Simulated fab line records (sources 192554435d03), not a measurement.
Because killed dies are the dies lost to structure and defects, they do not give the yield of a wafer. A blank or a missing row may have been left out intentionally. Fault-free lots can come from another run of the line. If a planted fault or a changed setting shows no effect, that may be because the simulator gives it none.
Matching of chambers    flow n5Finfet    3 sister chambers for N5_BEOL_M3_ALD_84 on aldMetal-04
The step deposits TaN, pulse time 2 s, purge time 3 s, co reactant purge time 2 s. 3 wafers are shown with their chamber, then 5 later ones without.

## EACH WAFER AND ITS CHAMBER
wafer   chamber  heaterPowerOuterW (W)
L086.4  1        225
L088.2  0        216
L088.3  3        205

## WAFERS WITH NO CHAMBER GIVEN
wafer   heaterPowerOuterW (W)
L088.5  220
L094.3  220
L094.5  221
L097.1  234
L097.5  212

## WHICH CHAMBER EACH ONE RAN IN
wafer   from the rows above           in truth
L088.5  can't be placed: 0 or 1       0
L094.3  can't be placed: 0 or 1       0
L094.5  can't be placed: 1 or 0       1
L097.1  can't be placed: 1 or 0       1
L097.5  can't be placed: 0 or 3 or 1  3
Placed correctly: 0 of 5. Not placeable from these rows: 5 (in 5, the candidates include the true chamber). 0 placed wrongly.
How it was worked out, from the rows above alone: a wafer's distance from a chamber is the root of the sum, over the readings, of the square of ((its reading less the chamber's mean) divided by the reading's scatter). If the next closest chamber is less than 2 further off than the closest, the wafer can't be placed; otherwise it belongs to the closest. Each chamber's mean is taken over the wafers shown for it. The scatter: with one shown wafer a chamber, the root of the mean of the squares of how far each hidden wafer lies from its nearest shown one.
